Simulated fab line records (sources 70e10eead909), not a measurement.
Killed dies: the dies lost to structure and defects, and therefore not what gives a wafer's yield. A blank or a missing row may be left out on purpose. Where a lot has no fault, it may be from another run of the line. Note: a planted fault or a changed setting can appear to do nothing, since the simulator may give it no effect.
Which of the tools did it?	flow nand-harc	Sampling: 7 lots, 21 wafers, 3 of 1302 route steps

== WHAT THE GAUGES SHOWED, per wafer ==
NHARC_P_M0_CD_MEAS_09: the cd target is 90 nm.
lot	measured	on	cd-nm (nm)
L875	day 6 07:26	cd-sem-02	88.8 89.6 89.7
L877	day 7 07:50	cd-sem-03	90.2 90.4 90.2
L880	day 8 18:14	cd-sem-03	73.3 72.8 72.8
L883	day 10 09:53	cd-sem-01	88.9 89.9 89.5
L889	day 12 12:11	cd-sem-03	90.7 90.4 90.3
L893	day 14 06:32	cd-sem-02	90.1 89.8 89.0
L896	day 15 05:34	cd-sem-02	90.5 90.4 91.0

== EACH LOT AND THE TOOL THAT RAN IT (in order: tool; ch and the chambers of the sampled wafers; start) ==
lot	NHARC_P_CONTACT_DESCUM_17	NHARC_P_M0_EXPOSE_06
L875	rie-diel-05 ch 1,3, day 6 03:28	arfi-scanner-01 ch 0, day 6 07:18
L877	rie-diel-07 ch 1,2,3, day 7 03:51	arfi-scanner-03 ch 0, day 7 07:42
L880	rie-diel-09 ch 0,1,3, day 8 14:22	arfi-scanner-03 ch 0, day 8 18:05
L883	rie-diel-07 ch 1,2,3, day 10 05:52	arfi-scanner-01 ch 0, day 10 09:44
L889	rie-diel-05 ch 0,1, day 12 08:11	arfi-scanner-02 ch 0, day 12 12:03
L893	rie-diel-07 ch 0,1,3, day 14 02:34	arfi-scanner-02 ch 0, day 14 06:23
L896	rie-diel-05 ch 0,3, day 15 01:09	arfi-scanner-01 ch 0, day 15 05:26
- NHARC_P_CONTACT_DESCUM_17: chemistry O2, time 3 s.
- NHARC_P_M0_EXPOSE_06: exposes mask P M0, target cd 90 nm.

== THE ANSWER, worked out from the rows above alone ==
Rule: usual is defined by the lots themselves. Put in order of their means at a reading, lots are off if they are a third of the lots or fewer, leave a main group of 4 or more, and stand apart from it by a gap of 3 or more times the standard deviation of the main group's means; of several such gaps the widest counts. A main group is skipped when, at the precision printed for the reading in the tables above, its means are all equal. A lot without any number at a reading at which 4 lots or more have one is off too. All remaining lots with rows at the step are treated as sound.
Off at NHARC_P_M0_CD_MEAS_09 (cd-nm): L880. The main group has a mean of 90.0 nm with a standard deviation of 0.51.
If a tool, at a process step before that reading, ran all the lots that are off and no sound lot after the first of them, it fits. Those tools and the gauges at NHARC_P_M0_CD_MEAS_09 are tried in the same way. Undecided on this evidence; 2 tools fit (rie-diel-09 at NHARC_P_CONTACT_DESCUM_17, arfi-scanner-03 at NHARC_P_M0_EXPOSE_06).

== WHAT THE SIMULATOR HAD INSERTED ==
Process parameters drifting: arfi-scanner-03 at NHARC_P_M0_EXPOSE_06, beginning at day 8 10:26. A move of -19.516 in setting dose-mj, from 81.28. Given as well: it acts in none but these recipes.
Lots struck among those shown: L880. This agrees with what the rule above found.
